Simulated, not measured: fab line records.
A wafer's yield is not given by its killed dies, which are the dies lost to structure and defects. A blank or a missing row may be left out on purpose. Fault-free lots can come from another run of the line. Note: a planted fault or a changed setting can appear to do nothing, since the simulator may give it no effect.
A lot that was struck, set against a sound lot ; flow n5 finfet ; 37 out of 1938 route steps
Sound: the wafers L194.1, L194.2, L194.3. Struck: wafer L206.2 (L206.1, L206.6, from the same lot, were not struck and are left out); the cause is given at the end.
For every step that has rows: the tool of each side, followed by ch and its chambers, followed by its first start. Under that, the readings that differ: sound wafers ; struck wafers ; difference of the means ; sigmas: that difference in standard deviations of wafers without a fault.
alike: a reading whose means differ by less than 2 such deviations, as well as words and numbers matching on both sides. not compared: withheld readings; readings where some wafer has no value; bounds like >300 that might hide an equal value; numbers whose values overlap and for which the record gives no deviation.
Wherever a step has rows on one side only, a row that says differs or no value, or a row with sigmas, the two part there. Numbers that have no deviation but don't overlap get no sigmas and don't part them. A reading missing from all wafers of one side parts the sides only when that side holds two or more wafers.

first, 12 steps without rows for these wafers: N5_STI_FIN_REVEAL_PRECLEAN_25 (cleans in SPM, time 90 s); N5_STI_FIN_REVEAL_PRECLEAN_26 (cleans in SC1, time 45 s); N5_STI_FIN_REVEAL_PRECLEAN_29 (cleans in DHF, time 30 s); N5_STI_FIN_REVEAL_SRD_12 (time 30 s); N5_STI_FIN_REVEAL_RECESS_09 (chemistry HF/NH3, target SiO2, afs cycles 11, target depth 42.5 nm, sublimation time 60 s); N5_STI_FIN_REVEAL_STRIP_16 (strips SiNx in H3PO4, target depth 23.8 nm); N5_STI_FIN_REVEAL_PRECLEAN_17 (cleans in NF3:NH3, afs cycles 1, time 20 s, sublimation time 60 s); N5_STI_FIN_REVEAL_ETCH_34 (etches Si in H2, material Si, target depth 0.97 nm); N5_STI_FIN_REVEAL_OXIDATION_31 (chemistry O2 PLASMA REMOTE, time 20 s); N5_STI_FIN_REVEAL_PRECLEAN_32 (cleans in NF3:NH3, afs cycles 1, time 20 s, sublimation time 60 s); N5_STI_FIN_REVEAL_STRIP_35 (strips Si3N4 in H3PO4, target depth 4 nm, time 39 s); N5_STI_FIN_REVEAL_SRD_21 (time 30 s).
N5_STI_FIN_REVEAL_OXIDATION_33: chemistry O2 PLASMA REMOTE, time 20 s.
  sound on plasma asher-01 ch 0,1, day 3 18:21; struck on plasma asher-01 ch 0, day 6 19:54
reading;sound;struck;difference;sigmas
o2 flow sccm (sccm);2994 3002 2996;2979;-18;-2
  alike: drypump motor current A, heater power w
  not compared: rf hours counter h
then, 22 steps without rows for these wafers: N5_STI_FIN_REVEAL_CLEAN_19 (cleans in O3/DIW, time 120 s); N5_STI_FIN_REVEAL_SRD_23 (time 30 s); N5_STI_FIN_REVEAL_PRECLEAN_18 (cleans in SC2, time 45 s); N5_STI_FIN_REVEAL_SRD_28 (time 30 s); N5_DUMMY_GATE_PRECLEAN_00 (cleans in O3/DIW, time 60 s); N5_DUMMY_GATE_SRD_01 (time 30 s); N5_DUMMY_GATE_ALD_02 (deposits SiO2, target thk 2 nm, pulse time 1 s); N5_DUMMY_GATE_CVD_03 (deposits a-Si from SiH4, target thk 150 nm, time 8042 s); N5_DUMMY_GATE_PRECLEAN_46 (cleans in DIW, time 89.5 s); N5_DUMMY_GATE_SRD_47 (dry time 32 s); N5_DUMMY_GATE_CMP_04 (polishes a-Si); N5_DUMMY_GATE_HM_DEP_06 (deposits SiNx from DCS/NH3, target thk 80 nm, time 5141 s); N5_DUMMY_GATE_PECVD_30 (deposits SiO2 from TEOS/O2, target thk 55 nm, time 10.8 s); N5_DUMMY_GATE_COAT_34 (time 60 s, resist thk 60 nm); N5_DUMMY_GATE_COAT_35 (time 60 s, resist thk 10 nm); N5_DUMMY_GATE_COAT_28 (time 60 s, resist thk 10 nm); N5_DUMMY_GATE_COAT_09 (resist thk 30 nm); N5_DUMMY_GATE_EBR_11; N5_DUMMY_GATE_SOFTBAKE_10 (time 60 s); N5_DUMMY_GATE_EXPOSE_12 (exposes mask GATE, target cd 25 nm); N5_DUMMY_GATE_PEB_13 (peb time 60 s); N5_DUMMY_GATE_DEVELOP_14 (develop time 30 s).
-- here the record skips 9 days between the struck wafers' starts before and after, leaving off in module DUMMY_GATE and picking up in module BEOL_M4 (first step shown: number 1111 of the route) --
N5_BEOL_M4_RC_MEAS_101:
  sound on prober-02 ch 0, day 13 00:52; struck on prober-01 ch 0, day 15 18:53
reading;sound;struck;difference;sigmas
DIBL_P (mV/V);36 38 36;44;+7;+2
IOFF_N (nA/um);0.17 0.19 0.16;0.28;+0.11;+2
IOFF_N_LIN (nA/um);0.072 0.085 0.072;0.130;+0.054;+3
IOFF_P (nA/um);0.19 0.24 0.20;0.31;+0.10;+2
SS_P (mV/dec);73.3 73.5 73.1;75.9;+2.6;+3
VT_N (mV);252 250 252;240;-11;-3
VT_N_LVT (mV);100 97 99;90;-9;-2
  alike: DIBL_N, IOFF_N_LONG, ION_N, ION_P, SS_N, VT_P
-- the record jumps here: 5 days lie between the struck wafers' starts before and after (it left off in module BEOL_M4 and takes up again in module PASSIVATION, whose first step shown is number 1936 of the route) --
N5_PASSIVATION_PROBE_49:
  struck on prober-01, day 20 17:53; sound on prober-02, day 18 02:38
reading;sound;struck;difference;sigmas
sort_bin_4_leakage (%);0 0 0;0.85;+0.85;+16
  alike: defect limited yield, killed_at_M0_to_M3, killed_at_M4_up, killed at contacts, killed at front end, killed at other, killed dies, killed open, killed short, sort_bin_5_function, sort_bin_6_memory, sort n pass, sort yield pct

== WHERE THEY PART ==
Earliest at N5_STI_FIN_REVEAL_OXIDATION_33; latest, in this record, at N5_PASSIVATION_PROBE_49.

WHY: whatever the simulator had introduced
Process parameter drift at N5_STI_FIN_REVEAL_OXIDATION_33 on plasma asher-01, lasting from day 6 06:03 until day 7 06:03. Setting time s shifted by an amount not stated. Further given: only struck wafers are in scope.
